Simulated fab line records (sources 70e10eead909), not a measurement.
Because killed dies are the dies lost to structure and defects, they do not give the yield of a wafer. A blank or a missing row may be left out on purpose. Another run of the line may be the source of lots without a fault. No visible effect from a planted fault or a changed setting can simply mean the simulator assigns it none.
Matching of chambers + flow nand harc + NHARC_A_M0_DESCUM_14 on rie diel-11: 4 sister chambers
The step chemistry O2, time 3 s. 22 wafers are shown with their chamber, then 11 later ones without.

WAFERS, EACH WITH ITS CHAMBER
| wafer  | chamber | showerhead plenum p Torr (Torr) | drypump motor current A (A) | oes product au (a.u.) |
|--------|---------|---------------------------------|-----------------------------|-----------------------|
| L074.3 | 3       | 1.80                            | 6.0                         | 0.986                 |
| L074.4 | 0       | 1.88                            | 5.7                         | 0.997                 |
| L074.5 | 0       | 1.88                            | 5.6                         | 0.994                 |
| L075.1 | 1       | 2.02                            | 5.6                         | 1.002                 |
| L075.2 | 0       | 1.88                            | 5.6                         | 0.996                 |
| L075.5 | 1       | 2.02                            | 5.6                         | 1.009                 |
| L079.4 | 1       | 2.02                            | 5.6                         | 1.006                 |
| L079.5 | 1       | 2.02                            | 5.6                         | 1.017                 |
| L079.6 | 0       | 1.87                            | 5.6                         | 0.992                 |
| L081.1 | 0       | 1.87                            | 5.6                         | 0.994                 |
| L081.4 | 3       | 1.80                            | 6.0                         | 0.981                 |
| L081.5 | 0       | 1.87                            | 5.6                         | 0.997                 |
| L082.1 | 2       | 1.86                            | 5.3                         | 1.006                 |
| L082.2 | 0       | 1.87                            | 5.6                         | 1.007                 |
| L082.3 | 1       | 2.02                            | 5.6                         | 1.020                 |
| L084.1 | 1       | 2.02                            | 5.6                         | 1.006                 |
| L084.2 | 2       | 1.86                            | 5.3                         | 0.996                 |
| L084.5 | 1       | 2.02                            | 5.6                         | 1.001                 |
| L085.2 | 2       | 1.86                            | 5.3                         | 0.989                 |
| L085.3 | 3       | 1.80                            | 6.0                         | 0.982                 |
| L085.6 | 1       | 2.02                            | 5.6                         | 1.008                 |
| L088.4 | 2       | 1.86                            | 5.3                         | 0.983                 |

SIGNATURES (means of the wafers above)
| reading                  | chamber 0 | chamber 1 | chamber 2 | chamber 3 | scatter within a chamber |
|--------------------------|-----------|-----------|-----------|-----------|--------------------------|
| showerhead plenum p Torr | 1.8743    | 2.0200    | 1.8600    | 1.8000    | 0.00309                  |
| drypump motor current A  | 5.614     | 5.600     | 5.300     | 6.000     | 0.0218                   |
| oes product au           | 0.99671   | 1.00862   | 0.99350   | 0.98300   | 0.00652                  |
Rule: distance of a wafer from a chamber = root of the sum over the readings of ((wafer's reading minus chamber's mean) / reading's scatter) squared. The wafer belongs to the nearest chamber; if the next one is less than 2 further off, it can't be placed. The scatter: take each reading less its chamber's mean, square it, sum over the shown wafers, divide by the number of wafers less the number of chambers, and take the root.

WAFERS WITH NO CHAMBER GIVEN
| wafer  | showerhead plenum p Torr (Torr) | drypump motor current A (A) | oes product au (a.u.) |
|--------|---------------------------------|-----------------------------|-----------------------|
| L088.5 | 2.02                            | 5.6                         | 1.001                 |
| L088.6 | 1.86                            | 5.3                         | 0.985                 |
| L091.1 | 1.87                            | 5.6                         | 0.990                 |
| L091.4 | 1.86                            | 5.3                         | 0.993                 |
| L091.5 | 1.87                            | 5.6                         | 0.988                 |
| L094.3 | 2.02                            | 5.6                         | 0.996                 |
| L094.5 | 2.02                            | 5.6                         | 0.997                 |
| L094.6 | 1.86                            | 5.3                         | 0.990                 |
| L096.1 | 1.87                            | 5.6                         | 0.997                 |
| L096.2 | 1.80                            | 6.0                         | 0.991                 |
| L096.5 | 1.86                            | 5.3                         | 0.994                 |

THE CHAMBER EACH PASSED THROUGH
| wafer  | from the rows above | in truth |
|--------|---------------------|----------|
| L088.5 | 1                   | 1        |
| L088.6 | 2                   | 2        |
| L091.1 | 0                   | 0        |
| L091.4 | 2                   | 2        |
| L091.5 | 0                   | 0        |
| L094.3 | 1                   | 1        |
| L094.5 | 1                   | 1        |
| L094.6 | 2                   | 2        |
| L096.1 | 0                   | 0        |
| L096.2 | 3                   | 3        |
| L096.5 | 2                   | 2        |
11 of 11 placed correctly. Number that these rows cannot place: 0. Wrongly placed: 0.
